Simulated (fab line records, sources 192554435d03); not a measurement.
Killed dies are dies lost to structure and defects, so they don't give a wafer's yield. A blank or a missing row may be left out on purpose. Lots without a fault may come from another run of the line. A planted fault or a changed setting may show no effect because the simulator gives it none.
Chamber matching | flow n5_finfet | N5_BEOL_M11_CURE_72 on uv_cure-01: 3 sister chambers
The step cures SiCOH lowk, time 120 s. 3 wafers are shown with their chamber, then 9 later ones without.

WAFERS WITH THEIR CHAMBER
wafer  | chamber | wafer_temp_C_max
L085.6 | 2       | 373.1
L089.4 | 1       | 372.1
L090.6 | 0       | 371.5

WAFERS WITHOUT THEIR CHAMBER
wafer  | wafer_temp_C_max
L092.2 | 371.0
L092.3 | 371.4
L092.6 | 371.1
L095.2 | 372.1
L095.3 | 372.3
L095.5 | 371.6
L096.2 | 371.0
L096.5 | 371.7
L096.6 | 370.8

WHICH CHAMBER EACH WENT THROUGH
wafer  | from the rows above          | in truth
L092.2 | can't be placed: 0 or 1      | 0
L092.3 | can't be placed: 0 or 1      | 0
L092.6 | can't be placed: 0 or 1      | 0
L095.2 | can't be placed: 1 or 0      | 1
L095.3 | can't be placed: 1 or 0 or 2 | 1
L095.5 | can't be placed: 0 or 1      | 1
L096.2 | can't be placed: 0 or 1      | 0
L096.5 | can't be placed: 0 or 1      | 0
L096.6 | can't be placed: 0 or 1      | 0
Placed correctly: 0 of 9. Can't be placed from these rows: 9 (the true chamber is among the candidates in 9). Placed wrongly: 0.
How it was worked out, from the rows above alone: a wafer's distance from a chamber is the root of the sum, over the readings, of the square of ((its reading less the chamber's mean) divided by the reading's scatter). The wafer belongs to the nearest chamber; if the next one is less than 2 further off, it can't be placed. A chamber's mean is the mean of its shown wafers. The scatter: with one shown wafer a chamber, the root of the mean of the squares of how far each hidden wafer lies from its nearest shown one.
